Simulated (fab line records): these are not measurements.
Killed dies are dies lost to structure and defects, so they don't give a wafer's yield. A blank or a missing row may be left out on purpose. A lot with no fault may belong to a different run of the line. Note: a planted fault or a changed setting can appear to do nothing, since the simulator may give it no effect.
Chamber matching | flow n5_finfet | 4 sister chambers for N5_SDB_CUT_ETCH_26 on rie_si-02
The step etches Si in HBr/Cl2/O2, target depth 129.6 nm, bt time 20 s, time 51.8 s. 16 wafers are shown with their chamber, then 8 later ones without.

== WAFERS, EACH WITH ITS CHAMBER ==
wafer  | chamber | drypump_motor_current_A (A) | throttle_valve_pct (%) | oes_product_au (a.u.)
L075.1 | 2       | 5.3                         | 36.8                   | 0.994
L075.3 | 1       | 5.9                         | 37.4                   | 1.006
L075.6 | 0       | 5.9                         | 37.0                   | 1.012
L076.1 | 3       | 4.8                         | 36.6                   | 1.010
L076.4 | 2       | 5.3                         | 36.8                   | 0.997
L076.6 | 3       | 4.8                         | 36.7                   | 1.011
L079.2 | 2       | 5.3                         | 36.8                   | 0.992
L079.3 | 1       | 6.0                         | 37.4                   | 1.017
L079.4 | 0       | 5.9                         | 37.0                   | 1.010
L080.2 | 3       | 4.8                         | 36.6                   | 1.000
L080.3 | 2       | 5.3                         | 36.8                   | 0.996
L080.5 | 1       | 5.9                         | 37.4                   | 1.007
L081.1 | 0       | 5.9                         | 37.0                   | 1.005
L081.2 | 1       | 5.9                         | 37.4                   | 1.015
L081.5 | 3       | 4.8                         | 36.7                   | 1.003
L088.3 | 0       | 5.9                         | 37.0                   | 1.007

SIGNATURES, as means of the wafers listed above
reading                 | chamber 0 | chamber 1 | chamber 2 | chamber 3 | scatter within a chamber
drypump_motor_current_A | 5.900     | 5.925     | 5.300     | 4.800     | 0.025
throttle_valve_pct      | 37.000    | 37.400    | 36.800    | 36.650    | 0.0289
oes_product_au          | 1.00850   | 1.01125   | 0.99475   | 1.00600   | 0.00431
Rule: for each reading, subtract the chamber's mean from the wafer's reading, divide by that reading's scatter and square the result; add these up over the readings and take the root, which gives the wafer's distance from the chamber. The wafer belongs to the nearest chamber; if the next one is less than 2 further off, it can't be placed. The scatter: the root of (the sum of the squares of (reading less its chamber's mean) over the shown wafers, divided by (wafers less chambers)).

== WAFERS WHOSE CHAMBER IS MISSING ==
wafer  | drypump_motor_current_A (A) | throttle_valve_pct (%) | oes_product_au (a.u.)
L088.5 | 5.9                         | 37.4                   | 1.015
L088.6 | 5.9                         | 37.0                   | 1.009
L093.1 | 4.8                         | 36.6                   | 0.999
L093.5 | 5.3                         | 36.8                   | 0.997
L093.6 | 5.9                         | 37.0                   | 1.009
L097.1 | 5.3                         | 36.8                   | 1.006
L097.2 | 5.9                         | 37.4                   | 1.016
L097.4 | 4.8                         | 36.7                   | 1.007

== WHICH CHAMBER EACH WENT THROUGH ==
wafer  | from the rows above | in truth
L088.5 | 1                   | 1
L088.6 | 0                   | 0
L093.1 | 3                   | 3
L093.5 | 2                   | 2
L093.6 | 0                   | 0
L097.1 | 2                   | 2
L097.2 | 1                   | 1
L097.4 | 3                   | 3
Correct placement for 8 of the 8. Number that these rows cannot place: 0. Wrongly placed: 0.
